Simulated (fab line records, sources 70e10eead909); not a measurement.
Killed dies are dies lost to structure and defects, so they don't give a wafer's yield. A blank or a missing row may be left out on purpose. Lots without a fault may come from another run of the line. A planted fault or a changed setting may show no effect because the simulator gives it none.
A struck lot beside a sound one | flow nand_harc | 14 steps out of a route of 1302
Sound: wafers L610.1, L610.3, L610.4. Struck: wafer L616.4. (L616.5, L616.6 of the same lot were not struck and are left out.) The cause comes at the end.
At each step with rows: each side's tool, then ch and its chambers, then its first start. Under that, the readings that differ: sound wafers | struck wafers | difference of the means | sigmas: that difference in standard deviations of wafers without a fault.
alike: readings whose means differ by less than 2 such deviations, and words and numbers that are the same on both sides. not compared: withheld readings, readings that some wafer has no value for, bounds like >300 that may hide the same value, and numbers for which the record gives no deviation and whose values overlap.
The two part at a step that has a row with sigmas, a row that says differs or no value, or rows on one side only. Numbers that don't overlap but have no deviation are shown without sigmas and don't part them. A reading that every wafer of one side lacks parts them only if that side has two wafers or more.

first, 1 step without rows for these wafers: NHARC_A_ONON_D1_DEP_00 (target thk 1000 nm).
NHARC_A_ONON_D1_THK_MEAS_02: measures by ellipsometry.
  sound on film_metro-01, day 12 03:34; struck on film_metro-01, day 14 09:14
  reading     | sound          | struck | difference | sigmas
  thk_nm (nm) | 1015 1014 1017 | 993    | -22        | -2
then, 1 step without rows for these wafers: NHARC_A_ONON_D1_DEP_03 (target thk 1000 nm).
NHARC_A_ONON_D1_THK_MEAS_05: measures by ellipsometry.
  sound on film_metro-01, day 12 04:10; struck on film_metro-01, day 14 09:49
  alike: thk_nm
then, 1 step without rows for these wafers: NHARC_A_ONON_D1_DEP_06 (target thk 1000 nm).
NHARC_A_ONON_D1_THK_MEAS_08: measures by ellipsometry.
  sound on film_metro-02, day 12 04:44; struck on film_metro-01, day 14 10:23
  alike: thk_nm
then, 1 step without rows for these wafers: NHARC_A_ONON_D1_DEP_09 (target thk 1000 nm).
NHARC_A_ONON_D1_THK_MEAS_11: measures by ellipsometry.
  sound on film_metro-01, day 12 05:18; struck on film_metro-02, day 14 10:56
  alike: thk_nm
then, 1 step without rows for these wafers: NHARC_A_ONON_D1_DEP_12 (target thk 1000 nm).
NHARC_A_ONON_D1_THK_MEAS_14: measures by ellipsometry.
  sound on film_metro-02, day 12 05:53; struck on film_metro-01, day 14 11:30
  alike: thk_nm
then, 1 step without rows for these wafers: NHARC_A_ONON_D1_ANNEAL_15 (time 3600 s).
NHARC_A_ONON_D1_DEP_16: target thk 1000 nm.
  sound on pecvd_onon-03 ch 0, day 12 15:07; struck on pecvd_onon-03 ch 0, day 14 19:38
NHARC_A_ONON_D1_THK_MEAS_18: measures by ellipsometry.
  sound on film_metro-01, day 12 15:37; struck on film_metro-01, day 14 19:59
  reading     | sound        | struck | difference | sigmas
  thk_nm (nm) | 1000 999 999 | 1302   | +303       | +45
then, 1 step without rows for these wafers: NHARC_A_ONON_D1_DEP_19 (target thk 1000 nm).

WHERE THEY PART
First at NHARC_A_ONON_D1_THK_MEAS_02; last, within this record, at NHARC_A_ONON_D1_THK_MEAS_18.

WHY: what the simulator had put in
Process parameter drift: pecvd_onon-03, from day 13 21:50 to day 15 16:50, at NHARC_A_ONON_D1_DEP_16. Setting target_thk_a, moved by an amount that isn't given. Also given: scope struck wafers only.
